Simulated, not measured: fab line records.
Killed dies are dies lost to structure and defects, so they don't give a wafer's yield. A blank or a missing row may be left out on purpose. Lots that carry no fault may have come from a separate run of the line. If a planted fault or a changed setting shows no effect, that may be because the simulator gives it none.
Problem report in the 8D (eight disciplines) form, filled by code -- flow nand_harc -- the parts of the form that need people (team, actions taken, sign-off) are left out

1. WHAT IS WRONG
Mean of oes_product_au at NHARC_A_CONTACT_ETCH_91: 0.733 a.u. across 2 wafers in 2 lots; on wafers with no fault it is 0.946 a.u. (standard deviation 0.029). That puts it -7.3 standard deviations away from the usual mean.
The step: etches the open film in CH3F/O2, target depth 40 nm, time 85.7 s.
Earliest sighting: wafer L319.6 on rie_diel-05 at day 20 10:02. The record holds 36 wafers of 12 lots with a number at this step. By rule, "out" or "out of limits" means more than 4 standard deviations away from the usual mean. The other wafers with a number count as sound.

2. WHAT IT IS, WHAT IT ISN'T
question,is,is not
which readings at this step,oes_product_au,"drypump_motor_current_A, rf_vpp_V, showerhead_plenum_p_Torr, throttle_valve_pct"
which lots,"L318, L319","L304, L305, L307, L310, L311, L313, L314, L315, L325, L326"
which wafers of those lots,"L318.4, L319.6","L318.2, L318.3, L319.3, L319.5"
read on which tools,rie_diel-05,"rie_diel-08, rie_diel-11"
when,from day 20 10:02,"up to then (26 sound wafers); but 8 sound wafers of L318, L325, L326 came after"

3. WHAT RULES OUT EACH SUSPECT
Counting: any tool at a process step up to the reading remains a suspect provided it ran every lot that is out. Sound lots after the first of them don't rule it out here, since some wafers of a struck lot are sound.
- rie_diel-05 at NHARC_A_CONTACT_ETCH_91 (etches the open film in CH3F/O2, target depth 40 nm, time 85.7 s): kept. Every lot that is out went through it, the first being L319 (day 20 10:02); the last sound lot it ran before that was L315 (day 19 21:07). Its own readings are out on those wafers: oes_product_au.
- Within rie_diel-05 at NHARC_A_CONTACT_ETCH_91: the wafers that are out ran in chamber 0; their sound lot-mates ran in chambers 1, 2, 3.
Remaining after the count: rie_diel-05 at NHARC_A_CONTACT_ETCH_91.

4. THE CAUSE (what the simulator had put in)
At NHARC_A_CONTACT_ETCH_91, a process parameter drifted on rie_diel-05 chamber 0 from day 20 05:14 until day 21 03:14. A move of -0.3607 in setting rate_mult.
The count eliminated every tool but this one.

5. THE CHAIN OF EFFECTS, in route order
Each row: a reading whose mean over the struck wafers that have a number lies more than 3 standard deviations from the usual. Scope: only readings with a usual standard deviation given in the record; hours: median across lots of the time from each lot's start at the first step in this table that gives one to its start at this step; sigmas: change in usual standard deviations.
hours,step,reading,usual,on struck wafers,change,sigmas
0,NHARC_A_CONTACT_ETCH_91,oes_product_au,0.946 a.u.,0.733,-0.213,-7.3
The process steps in it:
- NHARC_A_CONTACT_ETCH_91: etches the open film in CH3F/O2, target depth 40 nm, time 85.7 s.

6. HOW IT WOULD HAVE BEEN CAUGHT EARLIER
First out-of-limits reading in this record: day 20 10:02, which is 5 hours after fault onset at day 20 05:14.
